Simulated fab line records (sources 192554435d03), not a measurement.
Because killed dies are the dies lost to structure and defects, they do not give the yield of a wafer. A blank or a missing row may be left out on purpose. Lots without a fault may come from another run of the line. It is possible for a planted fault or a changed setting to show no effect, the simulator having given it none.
Comparing a struck lot with a sound one ; flow n5-finfet ; 27 steps out of a route of 1938
Sound: wafers L835.2, L835.4, L835.5. Wafers struck: L840.1, L840.2, L840.4. Last of all comes the cause.
Order at every step that has rows: each side's tool, ch and its chambers, its first start. Under that, the readings that differ: sound wafers ; struck wafers ; difference of the means ; sigmas: that difference in standard deviations of wafers without a fault.
alike: words and numbers the same on both sides, and readings whose means are apart by under 2 such deviations; not compared: readings that were withheld, readings missing a value for some wafer, numbers with overlapping values and no deviation given by the record, and bounds like >300 which may hide the same value.
The two part at a step that has a row with sigmas, a row that says differs or no value, or rows on one side only. When numbers do not overlap yet have no deviation, they are printed without sigmas and do not part them. A reading missing from all wafers of one side parts the sides only when that side holds two or more wafers.

N5_WELL_APT_DESCUM_30: chemistry O2, time 7.9 s.
  sound on rie-diel-03 ch 1,3, day 1 16:09; struck on rie-diel-04 ch 0,2, day 2 21:17
  alike: drypump-motor-current-A, oes-product-au, rf-fwd-power-W, rf-vpp-V, showerhead-plenum-p-Torr, throttle-valve-pct
  not compared: rf-hours-counter-h
then, 3 steps without rows for these wafers: N5_WELL_APT_IMPLANT_31; N5_WELL_APT_IMPLANT_32; N5_WELL_APT_STRIP_33 (strips in SPM, time 900 s).
N5_WELL_APT_RTA_34: time 10 s.
  sound on rtp-anneal-02 ch 0, day 1 16:56; struck on rtp-anneal-01 ch 0, day 2 22:47
  alike: lamp-power-pct, wafer_temp_C_max
then, 4 steps without rows for these wafers: N5_WELL_APT_OXIDE_STRIP_42 (strips SiO2 in dHF, time 45 s, target depth 12 nm); N5_WELL_APT_PRECLEAN_36 (cleans in O3/DIW, time 45 s); N5_WELL_APT_PRECLEAN_39 (cleans in dHF, time 60 s); N5_WELL_APT_SRD_37 (time 30 s).
N5_WELL_APT_EPI_41: deposits Si from SiH4/H2, target thk 50 nm, time 297.7 s.
  sound on epi-rpcvd-02 ch 0, day 1 17:15; struck on epi-rpcvd-03 ch 0, day 2 23:05
reading;sound;struck;difference;sigmas
throttle-valve-pct (%);10.8 10.9 10.7;11.6 11.9 11.9;+1.0;+2
N5_WELL_APT_INSPECT_38: inspects for defects (darkfield).
  sound: defect-inspect-02 at day 1 17:47; struck: defect-inspect-02 at day 2 23:43
  alike: raw-defect-count
N5_PMOS_HMC_CHANNEL_EPI_HM_DEP_34: deposits SiO2 from TEOS/O2, target thk 36 nm, time 6.9 s.
  sound on pecvd-03 ch 0,1,2, day 1 17:49; struck on pecvd-03 ch 1,2, day 2 23:45
  alike: heater-power-w, rf-fwd-power-W, showerhead-plenum-p-Torr, throttle-valve-pct
N5_PMOS_HMC_CHANNEL_EPI_COAT_31: time 60 s, resist thk 66 nm.
  sound on litho-track-01 ch 0, day 1 17:53; struck on litho-track-01 ch 0, day 2 23:49
reading;sound;struck;difference;sigmas
spin-speed-rpm (rpm);1499.9 1501.3 1499.9;1596.9 1597.4 1596.3;+96.5;+99 or more
model.BARC_of_PMOS_HMC_CHANNEL_EPI_COAT_31.thk-nm (nm);65.77 65.96 65.84;63.84 63.99 63.91;-1.94;
  alike: dispense-pressure-kPa
then, 6 steps without rows for these wafers: N5_PMOS_HMC_CHANNEL_EPI_COAT_03 (resist thk 205 nm); N5_PMOS_HMC_CHANNEL_EPI_EBR_05; N5_PMOS_HMC_CHANNEL_EPI_SOFTBAKE_04 (time 60 s); N5_PMOS_HMC_CHANNEL_EPI_EXPOSE_06 (exposes mask PMOS HMC BLK, target cd 240 nm); N5_PMOS_HMC_CHANNEL_EPI_PEB_07 (peb time 60 s); N5_PMOS_HMC_CHANNEL_EPI_DEVELOP_08 (develop time 30 s).
N5_PMOS_HMC_CHANNEL_EPI_CD_MEAS_09 targets a cd of 237.4 nm.
  sound on cd-sem-03 ch 0, day 1 18:14; struck on cd-sem-02 ch 0, day 3 00:02
  alike: cd-nm
N5_PMOS_HMC_CHANNEL_EPI_OVL_MEAS_10:
  sound on overlay-01 ch 0, day 1 18:16; struck on overlay-02 ch 0, day 3 00:04
  alike: PMOS_HMC_BLK_OVL
N5_PMOS_HMC_CHANNEL_EPI_INSPECT_11: inspects for defects (macro).
  sound: defect-inspect-01 at day 1 18:17; struck: defect-inspect-01 at day 3 00:05
  alike: raw-defect-count
then, 1 step without rows for these wafers: N5_PMOS_HMC_CHANNEL_EPI_DESCUM_14 (chemistry O2, time 7.9 s).
N5_PMOS_HMC_CHANNEL_EPI_ETCH_32: etches BARC in N2/H2, stops on SiO2, target depth 85.8 nm, time 50.3 s.
  sound on rie-diel-06 ch 0,1,3, day 1 18:57; struck on rie-diel-02 ch 1,2,3, day 3 00:09
reading;sound;struck;difference;sigmas
model.etch.depth-nm (nm);65.77 65.96 65.84;63.84 63.99 63.91;-1.94;
  alike: drypump-motor-current-A, oes-product-au, rf-fwd-power-W, rf-vpp-V, showerhead-plenum-p-Torr, throttle-valve-pct
  not compared: rf-hours-counter-h
N5_PMOS_HMC_CHANNEL_EPI_HM_OPEN_15: chemistry CHF3/O2, target SiO2, target depth 40.6 nm, time 20.3 s.
  sound on rie-diel-06 ch 0,1,3, day 1 18:59; struck on rie-diel-02 ch 1,2,3, day 3 00:12
  alike: drypump-motor-current-A, mfc-ar-sccm, oes-product-au, rf-fwd-power-W, rf-vpp-V, showerhead-plenum-p-Torr, throttle-valve-pct
  not compared: rf-hours-counter-h
-- here the record skips 6 days between the struck wafers' starts before and after, leaving off in module PMOS_HMC_CHANNEL_EPI and picking up in module BEOL_M4 (first step shown: number 1111 of the route) --
N5_BEOL_M4_RC_MEAS_101:
  sound on prober-02 ch 0, day 8 14:52; struck on prober-01 ch 0, day 9 11:46
  alike: DIBL_N, DIBL_P, IOFF_N, IOFF_P, ION_N, ION_P, SS_N, SS_P, VT_N, VT_P
following that, these wafers have no rows for 1 step: N5_PASSIVATION_PROBE_49.

== WHERE THEY PART ==
At N5_WELL_APT_EPI_41 first; at N5_PMOS_HMC_CHANNEL_EPI_COAT_31 last (within this record only). Later steps at which nothing parts them and some readings are alike: N5_PMOS_HMC_CHANNEL_EPI_CD_MEAS_09, N5_PMOS_HMC_CHANNEL_EPI_OVL_MEAS_10, N5_PMOS_HMC_CHANNEL_EPI_INSPECT_11, N5_PMOS_HMC_CHANNEL_EPI_ETCH_32, N5_PMOS_HMC_CHANNEL_EPI_HM_OPEN_15, N5_BEOL_M4_RC_MEAS_101.

WHY: what had been put in by the simulator
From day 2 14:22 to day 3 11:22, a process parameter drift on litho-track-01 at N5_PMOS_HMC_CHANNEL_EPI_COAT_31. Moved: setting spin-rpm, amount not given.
